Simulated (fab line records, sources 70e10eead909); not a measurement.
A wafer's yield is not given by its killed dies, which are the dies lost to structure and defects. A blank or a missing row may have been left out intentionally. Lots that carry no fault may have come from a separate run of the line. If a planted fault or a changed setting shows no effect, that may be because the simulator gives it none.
Which tool did it?    flow nand_harc    Sampling: 24 lots, 72 wafers, 6 of 1159 route steps

WHAT THE GAUGES SHOWED, per wafer
Not one reading of a measure or inspect step in the record can be checked against a usual standard deviation.

WHICH TOOL RAN EACH LOT (tool, then ch and the chambers of the sampled wafers, then the start)
lot   NHARC_A_CONTACT_ETCH_78                        NHARC_A_CONTACT_ETCH_126              NHARC_A_CONTACT_ETCH_131              NHARC_A_M0_DEGAS_28           NHARC_A_M0_PVD_20                        NHARC_A_BONDPAD_STRIP_15
L074  rie_diel-08 ch 0,2,3, day 16 17:37 or earlier  har_cap_etch-03 ch 0,1, day 16 17:37  har_cap_etch-03 ch 0,1, day 16 18:19  pvd_sputter-01, day 17 15:02  pvd_sputter-01, day 17 23:46 or earlier  rie_diel-09 ch 0,1,2, day 17 23:46
L076  rie_diel-08 ch 0,2, day 16 19:12 or earlier    har_cap_etch-01 ch 0,1, day 16 19:12  har_cap_etch-01 ch 0,1, day 16 19:54  pvd_sputter-03, day 17 17:18  pvd_sputter-03, day 18 01:45 or earlier  rie_diel-08 ch 1,2,3, day 18 01:45
L075  rie_diel-04 ch 0,1,2, day 16 19:33 or earlier  har_cap_etch-02 ch 0,1, day 16 19:33  har_cap_etch-02 ch 0,1, day 16 20:16  pvd_sputter-01, day 17 17:58  pvd_sputter-01, day 18 02:08 or earlier  rie_diel-08 ch 0,3, day 18 02:08
L077  rie_diel-04 ch 0,2,3, day 17 04:55 or earlier  har_cap_etch-02 ch 0,1, day 17 04:55  har_cap_etch-02 ch 0,1, day 17 05:37  pvd_sputter-01, day 17 20:37  pvd_sputter-01, day 18 04:56 or earlier  rie_diel-09 ch 0,1,2, day 18 04:56
L079  rie_diel-06 ch 1,3, day 17 11:23 or earlier    har_cap_etch-02 ch 0,1, day 17 11:23  har_cap_etch-02 ch 0,1, day 17 12:05  pvd_sputter-01, day 18 02:35  pvd_sputter-01, day 18 10:38 or earlier  rie_diel-08 ch 1,2,3, day 18 10:38
L078  rie_diel-04 ch 0,1,2, day 17 15:06 or earlier  har_cap_etch-01 ch 0,1, day 17 15:06  har_cap_etch-01 ch 0,1, day 17 15:49  pvd_sputter-01, day 18 14:05  pvd_sputter-01, day 18 22:31 or earlier  rie_diel-08 ch 0,1,3, day 18 22:31
L080  rie_diel-04 ch 0,3, day 17 21:19 or earlier    har_cap_etch-03 ch 0,1, day 17 21:19  har_cap_etch-03 ch 0,1, day 17 22:02  pvd_sputter-01, day 18 18:27  pvd_sputter-01, day 19 03:20 or earlier  rie_diel-04 ch 0,1, day 19 03:20
L081  rie_diel-06 ch 0,2, day 18 09:10 or earlier    har_cap_etch-01 ch 0,1, day 18 09:10  har_cap_etch-01 ch 0,1, day 18 09:52  pvd_sputter-01, day 19 05:09  pvd_sputter-01, day 19 13:53 or earlier  rie_diel-09 ch 0,2,3, day 19 13:53
L082  rie_diel-04 ch 0,2, day 18 21:22 or earlier    har_cap_etch-02 ch 0,1, day 18 21:22  har_cap_etch-02 ch 0,1, day 18 22:04  pvd_sputter-02, day 19 18:17  pvd_sputter-02, day 20 03:52 or earlier  rie_diel-09 ch 1,3, day 20 03:52
L084  rie_diel-06 ch 0,1,3, day 19 01:14 or earlier  har_cap_etch-01 ch 0,1, day 19 01:14  har_cap_etch-01 ch 0,1, day 19 01:56  pvd_sputter-03, day 20 00:49  pvd_sputter-03, day 20 09:11 or earlier  rie_diel-08 ch 1,2,3, day 20 09:11
L083  rie_diel-06 ch 1,3, day 19 02:43 or earlier    har_cap_etch-03 ch 0,1, day 19 02:43  har_cap_etch-03 ch 0,1, day 19 03:25  pvd_sputter-01, day 20 00:58  pvd_sputter-01, day 20 09:38 or earlier  rie_diel-08 ch 2,3, day 20 09:38
L088  rie_diel-06 ch 0,1, day 19 11:24 or earlier    har_cap_etch-02 ch 1, day 19 11:24    har_cap_etch-02 ch 1, day 19 12:07    pvd_sputter-02, day 20 05:25  pvd_sputter-02, day 20 13:44 or earlier  rie_diel-09 ch 0,2,3, day 20 13:44
L087  rie_diel-06 ch 1,2, day 19 11:44 or earlier    har_cap_etch-03 ch 0,1, day 19 11:44  har_cap_etch-03 ch 0,1, day 19 12:27  pvd_sputter-01, day 20 06:08  pvd_sputter-01, day 20 14:31 or earlier  rie_diel-08 ch 1,3, day 20 14:31
L086  rie_diel-08 ch 0,2,3, day 19 15:43 or earlier  har_cap_etch-01 ch 0,1, day 19 15:43  har_cap_etch-01 ch 0,1, day 19 16:26  pvd_sputter-01, day 20 08:35  pvd_sputter-01, day 20 16:59 or earlier  rie_diel-09 ch 0,2,3, day 20 16:59
L089  rie_diel-04 ch 1,2, day 20 01:33 or earlier    har_cap_etch-03 ch 0,1, day 20 01:33  har_cap_etch-03 ch 0,1, day 20 02:30  pvd_sputter-03, day 20 19:02  pvd_sputter-03, day 21 04:04 or earlier  rie_diel-09 ch 0,1,2, day 21 04:04
L085  rie_diel-06 ch 1,2,3, day 20 01:51 or earlier  har_cap_etch-01 ch 0,1, day 20 01:51  har_cap_etch-01 ch 0,1, day 20 02:34  pvd_sputter-01, day 20 19:29  pvd_sputter-01, day 21 04:15 or earlier  rie_diel-04 ch 0,1,2, day 21 04:15
L091  rie_diel-08 ch 1,2,3, day 20 11:20 or earlier  har_cap_etch-01 ch 0,1, day 20 11:20  har_cap_etch-01 ch 0,1, day 20 12:04  pvd_sputter-01, day 21 13:36  pvd_sputter-01, day 21 21:43 or earlier  rie_diel-09 ch 1,2,3, day 21 21:43
L090  rie_diel-06 ch 1,3, day 20 14:55 or earlier    har_cap_etch-03 ch 0, day 20 14:55    har_cap_etch-03 ch 0, day 20 15:52    pvd_sputter-02, day 21 17:56  pvd_sputter-02, day 22 02:15 or earlier  rie_diel-04 ch 0,3, day 22 02:15
L093  rie_diel-06 ch 1,2,3, day 21 05:25 or earlier  har_cap_etch-01 ch 0,1, day 21 05:25  har_cap_etch-01 ch 0,1, day 21 06:08  pvd_sputter-01, day 22 04:24  pvd_sputter-01, day 22 12:49 or earlier  rie_diel-08 ch 1,3, day 22 12:49
L092  rie_diel-04 ch 2,3, day 21 05:43 or earlier    har_cap_etch-03 ch 0,1, day 21 05:43  har_cap_etch-03 ch 0,1, day 21 06:25  pvd_sputter-03, day 22 04:58  pvd_sputter-03, day 22 14:16 or earlier  rie_diel-09 ch 0,2,3, day 22 14:16
L094  rie_diel-04 ch 2,3, day 21 16:27 or earlier    har_cap_etch-02 ch 0,1, day 21 16:27  har_cap_etch-02 ch 0,1, day 21 17:09  pvd_sputter-03, day 22 11:15  pvd_sputter-03, day 22 19:43 or earlier  rie_diel-09 ch 2,3, day 22 19:43
L097  rie_diel-08 ch 0,2,3, day 22 08:31 or earlier  har_cap_etch-02 ch 0,1, day 22 08:31  har_cap_etch-02 ch 0,1, day 22 09:14  pvd_sputter-01, day 23 03:24  pvd_sputter-01, day 23 12:32 or earlier  rie_diel-09 ch 0,1,3, day 23 12:32
L095  rie_diel-04 ch 0,3, day 23 00:00 or earlier    har_cap_etch-03 ch 0,1, day 23 00:00  har_cap_etch-03 ch 0,1, day 23 00:42  pvd_sputter-01, day 23 21:09  pvd_sputter-01, day 24 05:23 or earlier  rie_diel-09 ch 2,3, day 24 05:23
L096  rie_diel-08 ch 0,3, day 23 05:32 or earlier    har_cap_etch-02 ch 0,1, day 23 05:32  har_cap_etch-02 ch 0,1, day 23 06:14  pvd_sputter-03, day 24 04:41  pvd_sputter-03, day 24 13:01 or earlier  rie_diel-04 ch 0,1,2, day 24 13:01
- NHARC_A_CONTACT_ETCH_78: etches the open film in O2/COS, target depth 2800 nm, time 728 s.
- NHARC_A_CONTACT_ETCH_126: etches the open film in C4F8/O2/Ar, time 155 s, target depth 956 nm.
- NHARC_A_CONTACT_ETCH_131: etches the open film in C4F8/O2/Ar, time 155 s, target depth 956 nm.
- NHARC_A_M0_DEGAS_28: time 60 s.
- NHARC_A_M0_PVD_20: deposits TaN, target thk 5 nm, time 8.06 s.
- NHARC_A_BONDPAD_STRIP_15: strips in O2.

AS READ BY THE TOOLS THEMSELVES (means over the sampled wafers that have a number; for cases with no such wafer, the mark the record gives instead)
NHARC_A_CONTACT_ETCH_78.
lot   tool         chamber_pressure_mTorr (mTorr)  drypump_motor_current_A (A)  oes_product_au (a.u.)  rf_vpp_V (V)  showerhead_plenum_p_Torr (Torr)  throttle_valve_pct (%)
L074  rie_diel-08  19.992                          5.8                          1.011                  315.0         3.10                             28.330
L076  rie_diel-08  20.006                          5.4                          0.997                  315.4         3.21                             28.325
L075  rie_diel-04  20.011                          5.6                          1.001                  315.2         3.20                             28.333
L077  rie_diel-04  20.007                          5.8                          0.997                  316.3         3.24                             28.335
L079  rie_diel-06  20.007                          6.0                          0.998                  311.8         3.02                             28.334
L078  rie_diel-04  20.003                          5.6                          1.004                  315.4         3.19                             28.333
L080  rie_diel-04  20.002                          5.8                          0.998                  314.9         3.19                             28.334
L081  rie_diel-06  20.002                          5.7                          0.994                  311.2         2.92                             28.327
L082  rie_diel-04  20.006                          5.7                          1.002                  316.8         3.27                             28.330
L084  rie_diel-06  19.998                          5.8                          1.003                  315.7         3.17                             28.328
L083  rie_diel-06  19.991                          6.0                          1.004                  313.2         3.02                             28.336
L088  rie_diel-06  20.002                          5.8                          1.002                  315.4         3.22                             28.327
L087  rie_diel-06  20.007                          5.9                          0.991                  311.5         2.92                             28.332
L086  rie_diel-08  20.014                          5.8                          1.005                  314.2         3.09                             28.325
L089  rie_diel-04  19.978                          5.6                          1.013                  316.2         3.22                             28.333
L085  rie_diel-06  20.006                          5.9                          0.995                  312.3         3.01                             28.341
L091  rie_diel-08  19.990                          5.7                          0.999                  314.7         3.10                             28.326
L090  rie_diel-06  19.983                          5.9                          1.005                  313.6         3.10                             28.335
L093  rie_diel-06  19.974                          5.9                          0.994                  313.0         3.01                             28.330
L092  rie_diel-04  20.001                          5.8                          1.002                  316.2         3.23                             28.326
L094  rie_diel-04  20.007                          5.9                          0.998                  316.2         3.23                             28.326
L097  rie_diel-08  20.001                          5.8                          1.006                  314.0         3.09                             28.333
L095  rie_diel-04  20.009                          5.9                          0.984                  314.7         3.18                             28.329
L096  rie_diel-08  20.007                          6.3                          1.007                  312.9         2.99                             28.324

NHARC_A_CONTACT_ETCH_126.
lot   tool             chamber_pressure_mTorr (mTorr)
L074  har_cap_etch-03  20.006
L076  har_cap_etch-01  20.005
L075  har_cap_etch-02  19.984
L077  har_cap_etch-02  20.000
L079  har_cap_etch-02  19.994
L078  har_cap_etch-01  19.992
L080  har_cap_etch-03  20.005
L081  har_cap_etch-01  19.990
L082  har_cap_etch-02  20.001
L084  har_cap_etch-01  19.998
L083  har_cap_etch-03  20.000
L088  har_cap_etch-02  19.984
L087  har_cap_etch-03  20.001
L086  har_cap_etch-01  20.006
L089  har_cap_etch-03  19.991
L085  har_cap_etch-01  19.983
L091  har_cap_etch-01  19.983
L090  har_cap_etch-03  20.003
L093  har_cap_etch-01  20.017
L092  har_cap_etch-03  19.990
L094  har_cap_etch-02  19.995
L097  har_cap_etch-02  20.001
L095  har_cap_etch-03  19.993
L096  har_cap_etch-02  19.999

NHARC_A_CONTACT_ETCH_131.
lot   tool             chamber_pressure_mTorr (mTorr)
L074  har_cap_etch-03  20.001
L076  har_cap_etch-01  19.999
L075  har_cap_etch-02  20.010
L077  har_cap_etch-02  20.013
L079  har_cap_etch-02  19.994
L078  har_cap_etch-01  20.028
L080  har_cap_etch-03  19.991
L081  har_cap_etch-01  20.006
L082  har_cap_etch-02  20.005
L084  har_cap_etch-01  19.999
L083  har_cap_etch-03  20.031
L088  har_cap_etch-02  20.017
L087  har_cap_etch-03  20.005
L086  har_cap_etch-01  19.995
L089  har_cap_etch-03  19.979
L085  har_cap_etch-01  20.013
L091  har_cap_etch-01  19.994
L090  har_cap_etch-03  20.013
L093  har_cap_etch-01  19.986
L092  har_cap_etch-03  19.999
L094  har_cap_etch-02  20.005
L097  har_cap_etch-02  20.016
L095  har_cap_etch-03  20.001
L096  har_cap_etch-02  20.004

NHARC_A_M0_DEGAS_28.
lot   tool            heater_power_w (W)
L074  pvd_sputter-01  331
L076  pvd_sputter-03  358
L075  pvd_sputter-01  353
L077  pvd_sputter-01  351
L079  pvd_sputter-01  387
L078  pvd_sputter-01  327
L080  pvd_sputter-01  366
L081  pvd_sputter-01  344
L082  pvd_sputter-02  323
L084  pvd_sputter-03  337
L083  pvd_sputter-01  329
L088  pvd_sputter-02  386
L087  pvd_sputter-01  346
L086  pvd_sputter-01  328
L089  pvd_sputter-03  334
L085  pvd_sputter-01  351
L091  pvd_sputter-01  372
L090  pvd_sputter-02  377
L093  pvd_sputter-01  356
L092  pvd_sputter-03  333
L094  pvd_sputter-03  313
L097  pvd_sputter-01  357
L095  pvd_sputter-01  360
L096  pvd_sputter-03  356

NHARC_A_M0_PVD_20.
lot   tool            chamber_pressure_pa (Pa)  throttle_valve_pct (%)
L074  pvd_sputter-01  0.12003                   30.2
L076  pvd_sputter-03  0.11982                   29.8
L075  pvd_sputter-01  0.12008                   30.3
L077  pvd_sputter-01  0.12016                   30.2
L079  pvd_sputter-01  0.11974                   30.0
L078  pvd_sputter-01  0.12007                   29.7
L080  pvd_sputter-01  0.11979                   30.8
L081  pvd_sputter-01  0.12010                   30.0
L082  pvd_sputter-02  0.11980                   29.6
L084  pvd_sputter-03  0.12006                   30.1
L083  pvd_sputter-01  0.11999                   30.5
L088  pvd_sputter-02  0.12011                   29.9
L087  pvd_sputter-01  0.12024                   29.9
L086  pvd_sputter-01  0.11997                   29.5
L089  pvd_sputter-03  0.12012                   30.1
L085  pvd_sputter-01  0.12006                   29.7
L091  pvd_sputter-01  0.12028                   29.2
L090  pvd_sputter-02  0.11975                   29.7
L093  pvd_sputter-01  0.12012                   30.5
L092  pvd_sputter-03  0.12012                   30.1
L094  pvd_sputter-03  0.12019                   30.0
L097  pvd_sputter-01  0.11999                   29.5
L095  pvd_sputter-01  0.12024                   30.4
L096  pvd_sputter-03  0.12020                   29.8

NHARC_A_BONDPAD_STRIP_15.
lot   tool         chamber_pressure_mTorr (mTorr)  drypump_motor_current_A (A)  oes_product_au (a.u.)  rf_vpp_V (V)  showerhead_plenum_p_Torr (Torr)  throttle_valve_pct (%)
L074  rie_diel-09  59.99                           5.8                          0.990                  58.1          3.53                             17.029
L076  rie_diel-08  60.00                           5.7                          1.001                  57.0          3.51                             17.027
L075  rie_diel-08  60.03                           6.2                          1.010                  57.2          3.38                             17.044
L077  rie_diel-09  59.92                           5.8                          0.990                  57.7          3.53                             17.045
L079  rie_diel-08  60.04                           5.7                          0.996                  57.8          3.51                             17.038
L078  rie_diel-08  60.00                           6.2                          0.992                  57.1          3.41                             17.038
L080  rie_diel-04  60.02                           5.6                          1.000                  57.6          3.50                             17.040
L081  rie_diel-09  59.97                           6.0                          0.996                  58.2          3.54                             17.033
L082  rie_diel-09  60.04                           6.0                          0.996                  56.8          3.49                             17.032
L084  rie_diel-08  59.99                           5.8                          0.994                  58.0          3.50                             17.046
L083  rie_diel-08  59.98                           5.8                          0.999                  57.6          3.48                             17.037
L088  rie_diel-09  60.05                           6.1                          1.001                  58.3          3.54                             17.035
L087  rie_diel-08  60.05                           6.2                          1.004                  57.4          3.39                             17.038
L086  rie_diel-09  60.02                           6.1                          0.993                  57.3          3.54                             17.041
L089  rie_diel-09  60.08                           5.8                          0.999                  57.4          3.53                             17.034
L085  rie_diel-04  60.02                           5.6                          0.989                  57.5          3.59                             17.030
L091  rie_diel-09  60.00                           5.8                          0.998                  58.0          3.46                             17.043
L090  rie_diel-04  60.01                           5.9                          0.997                  57.9          3.59                             17.034
L093  rie_diel-08  59.92                           6.2                          0.998                  57.7          3.38                             17.039
L092  rie_diel-09  60.00                           6.1                          1.003                  57.8          3.54                             17.029
L094  rie_diel-09  60.05                           6.0                          1.008                  57.5          3.47                             17.034
L097  rie_diel-09  60.00                           6.0                          1.004                  58.1          3.55                             17.034
L095  rie_diel-09  59.96                           5.8                          1.007                  57.5          3.45                             17.026
L096  rie_diel-04  60.01                           5.6                          0.997                  57.6          3.57                             17.035

THE ANSWER, worked out from the rows above alone
Rule: usual is defined by the lots themselves. Put in order of their means at a reading, lots are off if they are a third of the lots or fewer, leave a main group of 4 or more, and stand apart from it by a gap of 3 or more times the standard deviation of the main group's means; of several such gaps the widest counts. A main group whose means are all the same, to the digits that the tables above print for the reading, isn't used. A lot without any number at a reading at which 4 lots or more have one is off too. Any other lot the step has rows for is counted as sound. The gauges are gone through in route order, then the tools' own readings, and for those a lot's mean is taken as printed above. At the first step where some lot is off, the reading lying furthest off is the one used; lots without a number count as furthest.
No lot is off at any reading shown: from this, nothing can be told.

WHAT THE SIMULATOR PUT IN
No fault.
